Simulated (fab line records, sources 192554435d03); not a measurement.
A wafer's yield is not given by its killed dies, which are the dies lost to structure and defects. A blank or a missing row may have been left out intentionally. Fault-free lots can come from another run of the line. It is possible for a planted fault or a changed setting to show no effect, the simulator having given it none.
fab line records	flow n5-finfet
record lots=11	wafers=33	last-day=17
route steps=1938 shown BEOL_M11@1539 BEOL_M12@1603 PASSIVATION@1936
lots that met no fault: taken from a fault-free run of the same line
start-h: start of the lot's first displayed wafer, in hours after the record's first day	wait-h: hours elapsed since this lot's preceding step	" identical to the entry in the row above	L1.1+2: a row that stands for several wafers	- no value, or no start given	* or withheld: withheld	< > ~ a bound
route shown NAME@n: names a module that has steps shown in the file, with the first one's number in the route	usual: mean/standard deviation of fault-free wafers	same: alike in all rows	chamber/n: place in a boat	sites: readings site by site	_std_site: the values' standard deviation	_edge_site: outer sites' mean less inner sites'	radius-mm: for every site, how far away it sits from the centre of the wafer	mask NAME#n: copy n	behind: the last tool/chamber to shape the wafer	hold: why the lot was held/for how many hours/how that ended	device: whichever transistor did not switch (one of n, p or np)	end of line: the same wafers' tests at the end of the route	where a step has no rows: the recipe by itself	killed: count of dies lost to structure and defects at first sort (not the wafer's yield)	map: a wafer's dies, marking killed ones x, the rest . and places with no die _
set.NAME: the setting that was run; set.NAME@STEP: the one run at that earlier step	model.NAME: the simulator's own value behind a step, which no gauge read
steps of the route over a sample of lots; a table a step, a row a wafer
services: when a tool's chamber went out of use (start-h, in hours from the record's first day, below 0 if earlier), for how many hours, and the reason
## steps
# step N5_BEOL_M11_PECVD_70
# recipe material=SiO2	target-thk-a=200	temp-c=400	precursor=TEOS/O2	pressure-torr=5.5	rf-w=450	teos-flow-sccm=53.8	gas=O2	flow-sccm=3000	time-s=22.7
# usual heater-power-w=675/95	showerhead-plenum-p-Torr=8.79/0.059	throttle-valve-pct=22.3/1
lot.wafer	tool	chamber	start-h	wait-h	heater-power-w	showerhead-plenum-p-Torr	throttle-valve-pct
L149.1	pecvd-01	2	233.82	0.0	582	8.73	22.0
L149.2	"	0	"	"	624	8.83	21.6
L149.5	"	2	"	"	593	8.74	22.0
L148.2	pecvd-03	1	235.87	0.0	636	8.71	22.3
L148.4	"	2	"	"	781	8.91	21.6
L148.5	"	0	"	"	759	8.70	24.5
L150.3	pecvd-01	2	236.33	0.0	613	8.76	21.7
L150.5	"	2	"	"	605	8.73	21.7
L150.6	"	0	"	"	698	8.82	21.0
L151.2	pecvd-03	2	250.63	0.0	792	8.88	21.8
L151.3	"	1	"	"	595	8.70	22.3
L151.4	"	0	"	"	793	8.72	25.0
L152.2	pecvd-01	2	254.79	0.0	497	8.77	21.9
L152.3	"	0	"	"	658	8.83	21.4
L152.4	"	0	"	"	657	8.83	21.5
L154.3	pecvd-02	0	264.44	0.0	890	8.81	21.1
L154.4	"	1	"	"	718	8.81	23.6
L154.6	"	0	"	"	884	8.80	21.3
L158.2	pecvd-02	1	278.06	0.0	731	8.81	23.4
L158.3	"	0	"	"	837	8.80	21.1
L158.4	"	1	"	"	595	8.80	23.5
L160.1	pecvd-01	2	304.73	0.0	510	8.76	22.1
L160.2	"	0	"	"	644	8.82	21.3
L160.6	"	2	"	"	523	8.76	22.0
L169.1	pecvd-01	0	364.59	0.0	616	8.80	21.5
L169.2	"	1	"	"	607	8.84	22.3
L169.5	"	0	"	"	618	8.82	21.4
L171.3	pecvd-03	0	365.61	0.0	668	8.69	24.8
L171.5	"	2	"	"	744	8.88	22.2
L171.6	"	0	"	"	681	8.69	24.8
L170.2	pecvd-01	1	366.53	0.0	637	8.84	22.3
L170.4	"	1	"	"	645	8.83	22.0
L170.6	"	1	"	"	632	8.84	22.2
# step N5_BEOL_M11_CD_MEAS_35
# recipe target-cd-nm=70	polarity=opening
# usual cd-nm=70.1/0.95
lot.wafer	tool	chamber	start-h	wait-h	cd-nm
L150.3	cd-sem-01	-	240.26	0.0	70.5
L150.5	"	-	"	"	71.1
L150.6	"	-	"	"	70.6
L149.1	cd-sem-01	-	240.71	0.0	69.7
L149.2	"	-	"	"	69.8
L149.5	"	-	"	"	69.5
L148.2	cd-sem-03	-	240.72	0.0	69.7
L148.4	"	-	"	"	70.2
L148.5	"	-	"	"	68.8
L151.2	cd-sem-02	-	254.66	0.0	69.4
L151.3	"	-	"	"	69.4
L151.4	"	-	"	"	68.4
L152.2	cd-sem-01	-	258.86	0.0	68.5
L152.3	"	-	"	"	69.1
L152.4	"	-	"	"	69.6
L154.3	cd-sem-03	-	273.79	0.0	70.9
L154.4	"	-	"	"	70.0
L154.6	"	-	"	"	71.1
L158.2	cd-sem-02	-	282.22	0.0	69.2
L158.3	"	-	"	"	69.7
L158.4	"	-	"	"	69.8
L160.1	cd-sem-02	-	310.46	0.0	71.1
L160.2	"	-	"	"	71.1
L160.6	"	-	"	"	70.9
L169.1	cd-sem-03	-	368.63	0.0	71.6
L169.2	"	-	"	"	69.7
L169.5	"	-	"	"	71.5
L171.3	cd-sem-02	-	370.59	0.0	71.2
L171.5	"	-	"	"	69.6
L171.6	"	-	"	"	71.0
L170.2	cd-sem-01	-	370.83	0.0	71.5
L170.4	"	-	"	"	70.2
L170.6	"	-	"	"	69.8
# step N5_BEOL_M11_SURFACE_TREAT_76
# recipe gas=Ar	time-s=*	ion-energy-ev=*	ion-current-ma-cm2=0.5	pressure-mtorr=*	ar-flow-sccm=30
# usual ar-flow-sccm=30.00/0.09	throttle-valve-pct=*
lot.wafer	tool	chamber	start-h	wait-h	ar-flow-sccm	throttle-valve-pct
L150.3	pvd-sputter-03	-	241.10	0.2	30.15	*
L150.5	"	-	"	"	30.06	*
L150.6	"	-	"	"	30.20	*
L149.1	pvd-sputter-03	-	241.52	0.2	30.06	*
L149.2	"	-	"	"	30.01	*
L149.5	"	-	"	"	30.07	*
L148.2	pvd-sputter-02	-	241.63	0.2	29.90	*
L148.4	"	-	"	"	29.97	*
L148.5	"	-	"	"	29.86	*
L151.2	pvd-sputter-03	-	255.94	0.3	30.15	*
L151.3	"	-	"	"	30.03	*
L151.4	"	-	"	"	29.88	*
L152.2	pvd-sputter-01	-	259.92	0.3	30.05	*
L152.3	"	-	"	"	30.00	*
L152.4	"	-	"	"	30.03	*
L154.3	pvd-sputter-01	-	275.03	0.2	29.95	*
L154.4	"	-	"	"	29.99	*
L154.6	"	-	"	"	30.04	*
L158.2	pvd-sputter-02	-	283.53	0.3	30.20	*
L158.3	"	-	"	"	30.03	*
L158.4	"	-	"	"	30.14	*
L160.1	pvd-sputter-01	-	311.25	0.2	30.06	*
L160.2	"	-	"	"	29.76	*
L160.6	"	-	"	"	29.90	*
L169.1	pvd-sputter-03	-	369.55	0.2	30.08	*
L169.2	"	-	"	"	29.97	*
L169.5	"	-	"	"	29.99	*
L171.3	pvd-sputter-03	-	371.45	0.2	29.86	*
L171.5	"	-	"	"	29.88	*
L171.6	"	-	"	"	29.97	*
L170.2	pvd-sputter-03	-	371.75	0.2	30.12	*
L170.4	"	-	"	"	29.91	*
L170.6	"	-	"	"	29.94	*
# step N5_BEOL_M11_CMP_52
# recipe stop-on=SiCOH_lowk	t-overpolish-s=7	down-force-psi=1	platen-rpm=50	clearing-platen-down-force-psi=1.5	clearing-platen-rpm=50	post-cmp-clean=cu-alkaline	target-thk-nm=140	clearing-platen-pad-velocity-m-s=0.99484	pad-velocity-m-s=0.99484
# usual barrier-field-endpoint-s=28.7/0.98	edge-zone-pressure-frac=1.000/0.0048	motor-current-A=6.1/0.66	overpolish-run-s=7.001/0.0096	slurry-flow-ml-min=150.0/0.48
lot.wafer	tool	chamber	start-h	wait-h	barrier-field-endpoint-s	edge-zone-pressure-frac	motor-current-A	overpolish-run-s	slurry-flow-ml-min
L150.3	cmp-04	0	242.34	0.3	27.0	0.998	5.3	6.996	149.8
L150.6	"	1	"	"	28.9	1.003	5.2	7.011	149.9
L150.5	"	2	"	"	27.9	0.997	6.2	7.011	150.7
L149.2	cmp-04	0	242.91	0.6	27.7	1.007	5.3	7.000	149.8
L149.1	"	2	"	"	27.9	1.003	6.1	7.008	149.3
L149.5	"	0	"	"	28.1	1.005	5.7	6.993	149.9
L148.4	cmp-04	2	243.21	0.6	30.3	1.003	6.3	7.008	149.6
L148.2	"	3	"	"	29.0	1.008	6.8	7.015	150.6
L148.5	"	0	"	"	29.2	0.998	5.5	6.999	150.0
L151.4	cmp-04	2	256.80	0.2	29.7	0.992	6.2	7.001	150.1
L151.2	"	3	"	"	29.4	1.004	6.5	7.004	149.3
L151.3	"	0	"	"	28.0	0.996	5.4	6.993	149.8
L152.3	cmp-03	3	260.93	0.2	28.3	0.997	6.7	6.991	149.4
L152.2	"	1	"	"	28.8	0.991	5.8	6.994	150.0
L152.4	"	2	"	"	29.7	0.998	6.7	6.989	150.0
L154.4	cmp-04	3	275.89	0.1	29.9	1.001	6.7	7.007	151.4
L154.3	"	1	"	"	29.0	1.006	5.4	7.003	150.2
L154.6	"	3	"	"	30.4	0.998	6.5	6.999	149.5
L158.2	cmp-04	2	284.71	0.2	28.8	1.002	5.9	6.987	150.2
L158.4	"	3	"	"	28.8	0.991	6.6	7.019	149.1
L158.3	"	1	"	"	27.8	0.998	5.2	7.016	150.7
L160.1	cmp-04	3	312.61	0.3	28.2	0.994	6.7	7.003	150.1
L160.2	"	0	"	"	27.1	1.005	5.6	7.014	149.9
L160.6	"	2	"	"	28.3	0.997	6.0	6.990	150.3
L169.2	cmp-01	1	370.42	0.3	40.8	0.994	5.6	6.155	149.8
L169.1	"	2	"	"	28.5	0.995	6.5	7.005	150.4
L169.5	"	3	"	"	41.8	0.999	6.5	5.158	150.1
L171.3	cmp-04	0	372.29	0.2	29.1	1.004	5.5	7.010	150.4
L171.6	"	3	"	"	28.6	1.012	6.4	7.009	149.7
L171.5	"	0	"	"	28.9	0.996	5.6	6.994	149.8
L170.2	cmp-01	2	372.79	0.2	40.1	1.003	6.5	6.860	150.6
L170.4	"	3	"	"	42.0	0.992	6.3	4.922	149.7
L170.6	"	2	"	"	28.6	1.004	6.7	7.021	150.5
# step N5_BEOL_M12_THK_MEAS_01
# recipe reads=SiOC_of_BEOL_M12_ILD_DEP_00
# usual M12_ILD_THK=658/8.6
lot.wafer	tool	chamber	start-h	wait-h	M12_ILD_THK[nm]
L150.3	film-metro-01	-	242.84	0.1	654
L150.5	"	-	"	"	664
L150.6	"	-	"	"	662
L149.1	film-metro-01	-	243.52	0.1	654
L149.2	"	-	"	"	655
L149.5	"	-	"	"	668
L148.2	film-metro-01	-	243.75	0.1	656
L148.4	"	-	"	"	659
L148.5	"	-	"	"	658
L151.2	film-metro-02	-	257.38	0.1	646
L151.3	"	-	"	"	652
L151.4	"	-	"	"	661
L152.2	film-metro-02	-	261.54	0.1	640
L152.3	"	-	"	"	641
L152.4	"	-	"	"	655
L154.3	film-metro-02	-	276.51	0.1	658
L154.4	"	-	"	"	685
L154.6	"	-	"	"	668
L158.2	film-metro-02	-	285.36	0.1	666
L158.3	"	-	"	"	651
L158.4	"	-	"	"	673
L160.1	film-metro-02	-	313.19	0.1	653
L160.2	"	-	"	"	657
L160.6	"	-	"	"	663
L169.1	film-metro-01	-	371.01	0.1	651
L169.2	"	-	"	"	656
L169.5	"	-	"	"	663
L171.3	film-metro-02	-	372.93	0.1	655
L171.5	"	-	"	"	651
L171.6	"	-	"	"	659
L170.2	film-metro-02	-	373.46	0.1	647
L170.4	"	-	"	"	654
L170.6	"	-	"	"	658
# step N5_PASSIVATION_PROBE_49
# usual defect-limited-yield=91.1/1.6	killed_at_M0_to_M3=35/11	killed_at_M4_up=13/5.4	killed-at-contacts=13/6.5	killed-at-front-end=40/14	killed-at-other=4/3.1	killed-dies=105/18	killed-open=69/14	killed-short=34/7.3	sort_bin_5_function=5.2/0.96	sort_bin_6_memory=3.4/0.77	sort_bin_8_speed=0.02/0.13	sort-n-pass=1075/19
# same gross-dies=1180	killed-at-back-side=0	sort_bin_4_leakage[%]=0
lot.wafer	tool	chamber	start-h	wait-h	defect-limited-yield[%]	killed_at_M0_to_M3	killed_at_M4_up	killed-at-contacts	killed-at-front-end	killed-at-other	killed-dies	killed-open	killed-short	sort_bin_5_function[%]	sort_bin_6_memory[%]	sort_bin_8_speed[%]	sort-n-pass
L158.2	prober-01	-	328.54	0.1	89.6	51	16	12	39	5	123	79	41	6.4	4.0	0	1057
L158.4	prober-01	-	328.64	0.2	90.3	25	27	21	39	3	115	78	36	5.6	3.6	0	1065
# killed by level:class
L158.2 BEOL_M3:geometric-particle:open=15 BEOL_M0_SAQP:geometric-particle:open=13 MOL_CONTACT_COAG:geometric-particle:open=10 BEOL_M4:geometric-particle:open=9 BEOL_M0_SAQP:geometric-particle:short=8 GATE_CUT:geometric-particle:short=7 FIN_SAQP:geometric-particle:open=5 FIN_SAQP:geometric-particle:short=5
L158.4 BEOL_M4:geometric-particle:open=17 MOL_CONTACT_COAG:geometric-particle:open=15 BEOL_M3:geometric-particle:open=10 FIN_SAQP:geometric-particle:open=9 MOL_CONTACT_COAG:geometric-particle:short=6 BEOL_M4:geometric-particle:short=6 STI_FIN_REVEAL:geometric-particle:open=5 ILD0:geometric-particle:short=5
## services
tool	chamber	start-h	hours	kind
cmp-03	-	216.22	32.0	repair
pecvd-03	-	224.03	1.4	repair
cmp-01	-	232.64	7.4	pm
cmp-03	-	248.23	5.1	pm
cmp-04	-	251.09	0.8	repair
cmp-01	-	252.04	3.5	pm
pecvd-03	1	263.80	5.5	scheduled-down
cmp-03	-	278.24	1.5	repair
pecvd-02	2	283.41	20.6	repair
pecvd-03	-	290.28	1.3	repair
pecvd-01	0	292.02	5.5	scheduled-down
pecvd-01	2	308.92	2.1	scheduled-down
cmp-01	-	312.84	4.0	pm
pecvd-01	-	316.89	0.2	repair
cmp-03	-	318.26	3.4	pm
cmp-01	-	331.15	0.4	repair
cmp-01	-	335.30	2.6	repair
cmp-03	-	347.56	3.1	repair
pvd-sputter-03	-	355.57	0.7	repair
cmp-04	-	356.88	4.0	pm
pecvd-01	2	359.54	16.5	scheduled-down
cmp-04	-	360.88	-	consumable-replace:conditioner
cmp-04	-	360.88	-	consumable-replace:pad
pvd-sputter-02	-	365.16	1.1	repair
## key
first-sign step=N5_BEOL_M11_CMP_52	reading=overpolish-run-s	direction=down	sigmas=99+	usual=7.001	struck=5.774
effect step=N5_BEOL_M11_CMP_52	reading=barrier-field-endpoint-s	direction=up	sigmas=13	usual=28.7	struck=41.1
met-at N5_BEOL_M11_PECVD_70
struck-lots L169,L170
struck-wafers L169.2,L169.5,L170.2,L170.4
not-acting-at N5_BEOL_M11_CD_MEAS_35,N5_BEOL_M11_SURFACE_TREAT_76,N5_BEOL_M12_THK_MEAS_01
onset-between 304.73 364.59
fault kind=process-parameter-drift	tool=pecvd-01	chamber=-	onset-h=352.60	steps=N5_BEOL_M11_PECVD_70	channel=time-s	offset=*	shape=step	end-h=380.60	scope=struck-wafers-only	acts-in=*	stated=*
